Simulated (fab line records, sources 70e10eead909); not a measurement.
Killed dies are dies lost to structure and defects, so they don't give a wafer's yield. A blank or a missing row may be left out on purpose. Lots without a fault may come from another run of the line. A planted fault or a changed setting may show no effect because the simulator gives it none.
fab line records | flow nand_harc
record lots=6 wafers=18 last_day=32
route steps=1302 shown A_DECK1_JOINT@539 A_ONON_D2@545
lots that met no fault: from a run of the same line without faults
start_h: hours from the record's first day to the start of the lot's first wafer shown | wait_h: hours since the lot's step before | " the same as in the row above | L1.1+2: a row that stands for several wafers | - no value, or no start given | * or withheld: withheld | < > ~ a bound
route shown NAME@n: a module of which the file shows steps, and the number in the route of the first | usual: mean/standard deviation of fault-free wafers | same: alike in all rows | chamber/n: place in a boat | sites: the reading at each site | _std_site: their standard deviation | _edge_site: outer sites' mean less inner sites' | radius_mm: how far each site lies from the wafer's centre | mask NAME#n: copy n | behind: the tool/chamber that last shaped the wafer | hold: why the lot was held/for how many hours/how that ended | device: the transistor (n, p or np) that didn't switch | end of line: the same wafers' tests at the end of the route | a step without rows: its recipe alone | killed: dies lost to structure and defects at the first sort, not the wafer's yield | map: a wafer's dies, x killed, . not, _ none there
set.NAME: the setting as run; set.NAME@STEP: as run at that earlier step | model.NAME: the simulator's own value behind a step, which no gauge read
lots at some steps of the route; a table a step, a row a wafer
services: from which hour (start_h, from the record's first day; less than 0 if before it) a tool's chamber was out of use, for how many hours, and why
## steps
# step NHARC_A_DECK1_JOINT_CMP_02
# recipe material=SiOx
# usual motor_current_A=11.9/1.7
# columns lot.wafer tool chamber start_h wait_h motor_current_A
L410.2 cmp-04 3 324.71 0.4 10.6
L410.1 " 0 " " 14.7
L410.6 " 3 " " 10.2
L406.4 cmp-02 1 344.38 0.4 12.9
L406.6 " 3 " " 10.7
L406.5 " 0 " " 11.2
L411.2 cmp-01 1 349.58 0.4 11.4
L411.4 " 3 " " 11.8
L411.6 " 0 " " 16.0
L422.3 cmp-01 0 441.59 0.4 15.6
L422.1 " 1 " " 10.7
L422.5 " 1 " " 11.2
L423.1 cmp-04 2 444.28 0.4 10.6
L423.6 " 1 " " 11.4
L423.5 " 2 " " 10.2
L426.3 cmp-04 3 482.75 0.4 11.1
L426.4 " 0 " " 14.5
L426.2 " 1 " " 11.3
# step NHARC_A_DECK1_JOINT_SRD_15
# step NHARC_A_DECK1_JOINT_DEP_16
# recipe target_thk_a=450 temp_c=400 pressure_torr=6.5 rf_w=900 teos_flow_sccm=161.4 flow_sccm=2650 target_thk_nm=45 gas=O2 material=SiO2
# usual heater_power_w=563/110 showerhead_vpp_V=1779/63 throttle_valve_pct=15.9/0.54
# columns lot.wafer tool chamber start_h wait_h heater_power_w showerhead_vpp_V throttle_valve_pct
L410.2 pecvd-02 2 325.07 0.1 592 1854 16.1
L410.1 " 0 " " 571 1867 14.8
L410.6 " 0 " " 589 1836 14.6
L406.4 pecvd-02 1 344.81 0.2 656 1741 16.1
L406.6 " 2 " " 534 1884 16.3
L406.5 " 0 " " 467 1854 14.4
L411.2 pecvd-02 2 350.00 0.1 611 1827 16.2
L411.6 " 0 " " 606 1814 14.7
L411.4 " 2 " " 611 1827 16.1
L422.3 pecvd-03 0 442.00 0.1 490 1703 15.3
L422.1 " 2 " " 349 1780 15.9
L422.5 " 0 " " 488 1756 15.8
L423.1 pecvd-01 0 444.70 0.1 791 1731 15.4
L423.6 " 2 " " 480 1768 16.4
L423.5 " 0 " " 853 1731 15.1
L426.2 pecvd-03 1 483.13 0.1 488 1880 16.4
L426.3 " 2 " " 405 1788 16.3
L426.4 " 0 " " 558 1750 15.5
# step NHARC_A_DECK1_JOINT_THK_MEAS_17
# recipe thk_meas_gauge=ellipsometry
# usual thk_nm=45.2/1.2
# columns lot.wafer tool chamber start_h wait_h thk_nm
L410.1 film_metro-02 - 325.36 0.2 42.9
L410.2 " - " " 42.7
L410.6 " - " " 47.5
L406.4 film_metro-02 - 345.00 0.2 44.5
L406.5 " - " " 43.3
L406.6 " - " " 44.7
L411.2 film_metro-01 - 350.22 0.2 44.2
L411.4 " - " " 43.6
L411.6 " - " " 46.4
L422.1 film_metro-02 - 442.28 0.2 46.6
L422.3 " - " " 45.5
L422.5 " - " " 47.2
L423.1 film_metro-01 - 444.93 0.2 46.1
L423.5 " - " " 44.9
L423.6 " - " " 45.8
L426.2 film_metro-02 - 483.41 0.3 43.3
L426.3 " - " " 46.2
L426.4 " - " " 45.5
# step NHARC_A_DECK1_JOINT_INSPECT_05
# usual raw_defect_count=325/130
# columns lot.wafer tool chamber start_h wait_h raw_defect_count
L410.1 defect_inspect-02 - 325.39 0.0 211
L410.2 " - " " 132
L410.6 " - " " 292
L406.4 defect_inspect-02 - 345.04 0.0 475
L406.5 " - " " 174
L406.6 " - " " 293
L411.2 defect_inspect-01 - 350.26 0.0 348
L411.4 " - " " 235
L411.6 " - " " 287
L422.1 defect_inspect-02 - 442.32 0.0 440
L422.3 " - " " 202
L422.5 " - " " 393
L423.1 defect_inspect-01 - 444.96 0.0 347
L423.5 " - " " 379
L423.6 " - " " 587
L426.2 defect_inspect-01 - 483.44 0.0 465
L426.3 " - " " 740
L426.4 " - " " 427
# step NHARC_A_ONON_D2_DEP_00
# recipe target_thk_a=10000 n2_flow_sccm=2750 n2o_flow_sccm=2000 nh3_flow_sccm=500 sih4_flow_sccm=210 temp_c=400
# step NHARC_A_ONON_D2_THK_MEAS_02
# recipe thk_meas_gauge=ellipsometry
# usual thk_nm=998/10
# columns lot.wafer tool chamber start_h wait_h thk_nm
L410.1 film_metro-02 - 326.00 - 996
L410.2 " - " " 998
L410.6 " - " " 997
L406.4 film_metro-01 - 345.61 - 995
L406.5 " - " " 995
L406.6 " - " " 996
L411.2 film_metro-02 - 350.84 - 992
L411.4 " - " " 991
L411.6 " - " " 991
L422.1 film_metro-02 - 442.89 - 1002
L422.3 " - " " 1003
L422.5 " - " " 1001
L423.1 film_metro-01 - 445.54 - 997
L423.5 " - " " 999
L423.6 " - " " 1000
L426.2 film_metro-02 - 484.03 - 1001
L426.3 " - " " 1000
L426.4 " - " " 998
# step NHARC_A_ONON_D2_DEP_03
# recipe target_thk_a=10000 n2_flow_sccm=2750 n2o_flow_sccm=2000 nh3_flow_sccm=500 sih4_flow_sccm=210 temp_c=400
# step NHARC_A_ONON_D2_THK_MEAS_05
# recipe thk_meas_gauge=ellipsometry
# usual thk_nm=1003/8.7
# columns lot.wafer tool chamber start_h wait_h thk_nm
L410.1 film_metro-02 - 326.57 - 999
L410.2 " - " " 999
L410.6 " - " " 1001
L406.4 film_metro-02 - 346.18 - 1004
L406.5 " - " " 1003
L406.6 " - " " 1004
L411.2 film_metro-01 - 351.41 - 1003
L411.4 " - " " 1004
L411.6 " - " " 1003
L422.1 film_metro-02 - 443.46 - 1018
L422.3 " - " " 1017
L422.5 " - " " 1018
L423.1 film_metro-01 - 446.10 - 996
L423.5 " - " " 997
L423.6 " - " " 995
L426.2 film_metro-02 - 484.58 - 993
L426.3 " - " " 992
L426.4 " - " " 993
# step NHARC_A_ONON_D2_DEP_06
# recipe target_thk_a=10000 n2_flow_sccm=2750 n2o_flow_sccm=2000 nh3_flow_sccm=500 sih4_flow_sccm=210 temp_c=400
# step NHARC_A_ONON_D2_THK_MEAS_08
# recipe thk_meas_gauge=ellipsometry
# usual thk_nm=999/8.5
# columns lot.wafer tool chamber start_h wait_h thk_nm
L410.1 film_metro-02 - 327.13 - 994
L410.2 " - " " 994
L410.6 " - " " 995
L406.4 film_metro-01 - 346.75 - 983
L406.5 " - " " 983
L406.6 " - " " 984
L411.2 film_metro-02 - 351.97 - 997
L411.4 " - " " 997
L411.6 " - " " 998
L422.1 film_metro-01 - 444.03 - 1004
L422.3 " - " " 1005
L422.5 " - " " 1005
L423.1 film_metro-01 - 446.68 - 993
L423.5 " - " " 994
L423.6 " - " " 994
L426.2 film_metro-02 - 485.14 - 1007
L426.3 " - " " 1006
L426.4 " - " " 1007
# step NHARC_A_ONON_D2_DEP_09
# recipe target_thk_a=10000 n2_flow_sccm=2750 n2o_flow_sccm=2000 nh3_flow_sccm=500 sih4_flow_sccm=210 temp_c=400
# usual n2_flow_sccm=2752/7.6
# columns lot.wafer tool chamber start_h wait_h n2_flow_sccm
L410.1 pecvd_onon-04 0 327.19 0.1 2752
L410.2 " 0 " " 2752
L410.6 " 0 " " 2749
L406.4 pecvd_onon-01 0 346.98 0.2 2748
L406.5 " 0 " " 2754
L406.6 " 0 " " 2748
L411.2 pecvd_onon-04 0 352.09 0.1 2755
L411.4 " 0 " " 2756
L411.6 " 0 " " 2759
L422.1 pecvd_onon-04 0 444.09 0.1 2754
L422.3 " 0 " " 2762
L422.5 " 0 " " 2766
L423.1 pecvd_onon-02 0 446.73 0.1 2744
L423.5 " 0 " " 2752
L423.6 " 0 " " 2754
L426.2 pecvd_onon-01 0 485.26 0.1 2746
L426.3 " 0 " " 2748
L426.4 " 0 " " 2756
# step NHARC_A_ONON_D2_THK_MEAS_11
# recipe thk_meas_gauge=ellipsometry
# usual thk_nm=1000/10
# columns lot.wafer tool chamber start_h wait_h hold thk_nm
L410.1 film_metro-02 - 327.70 - await_dispo/0.2h/release 1068
L410.2 " - " " await_dispo/0.2h/release 1068
L410.6 " - " " await_dispo/0.2h/release 1068
L410.1 film_metro-02 - 327.87 0.2 - 1067
L410.2 " - " " - 1068
L410.6 " - " " - 1069
L406.4 film_metro-01 - 347.31 - - 1006
L406.5 " - " " - 1007
L406.6 " - " " - 1007
L411.2 film_metro-01 - 352.54 - await_dispo/0.2h/release 1088
L411.4 " - " " await_dispo/0.2h/release 1088
L411.6 " - " " await_dispo/0.2h/release 1087
L411.2 film_metro-01 - 352.71 0.2 - 1086
L411.4 " - " " - 1086
L411.6 " - " " - 1089
L422.1 film_metro-02 - 444.60 - - 1013
L422.3 " - " " - 1014
L422.5 " - " " - 1014
L423.1 film_metro-02 - 447.24 - - 1015
L423.5 " - " " - 1014
L423.6 " - " " - 1015
L426.2 film_metro-02 - 485.71 - - 1000
L426.3 " - " " - 998
L426.4 " - " " - 997
## services
# columns tool chamber start_h hours kind
cmp-04 - 308.72 4.0 pm
pecvd_onon-04 - 311.00 13.0 pm
pecvd-01 - 311.80 13.0 pm
pecvd-03 1 317.16 3.3 repair
pecvd-02 - 317.91 0.6 repair
cmp-02 - 324.76 1.5 repair
cmp-01 - 328.49 4.3 repair
cmp-01 - 333.04 0.4 repair
cmp-02 - 334.84 4.0 pm
pecvd-01 - 345.92 1.0 repair
pecvd-01 0 356.26 18.2 repair
pecvd-01 2 360.09 3.5 repair
pecvd-03 - 366.20 13.0 pm
pecvd_onon-02 - 366.28 13.0 pm
cmp-02 - 382.43 0.9 repair
cmp-01 - 383.68 4.0 pm
pecvd-02 - 402.84 1.0 repair
cmp-04 - 406.72 4.0 pm
pecvd-02 - 408.00 13.0 pm
cmp-02 - 432.84 4.0 pm
cmp-04 - 435.77 2.4 repair
pecvd_onon-01 - 450.95 13.0 pm
cmp-01 - 478.86 1.2 repair
cmp-01 - 481.68 4.0 pm
## key
first_sign step=NHARC_A_ONON_D2_THK_MEAS_11 reading=visit direction=added
effect step=NHARC_A_ONON_D2_THK_MEAS_11 reading=thk_nm direction=up sigmas=7.4 usual=1000 struck=1078
met_at NHARC_A_ONON_D2_DEP_09
struck_wafers L410.1,L410.2,L410.6,L411.2,L411.4,L411.6
later_rows_left_out L410.1,L410.2,L410.6,L411.2,L411.4,L411.6
sort_left_out L410.1,L410.2,L410.6,L411.2,L411.4,L411.6
tester_left_out L410,L411
fault kind=process_parameter_drift tool=pecvd_onon-04 chamber=- onset_h=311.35 steps=NHARC_A_ONON_D2_DEP_09 channel=target_thk_a offset=* shape=step end_h=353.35 acts_in=* stated=*
# tester_left_out: of these lots the tester's yield and bins aren't shown, on N5 and GAA mostly nor the transistor test; their killed dies are dies lost to structure and defects alone, not to doping, threshold or leakage, so they don't give the yield
# sort_left_out: the simulated sort isn't trusted on such a fault, so these wafers' sort isn't shown, and their yield isn't known
# later_rows_left_out: the simulator's readings of these wafers behind a module that went badly wrong aren't trusted and aren't shown, but for the sort
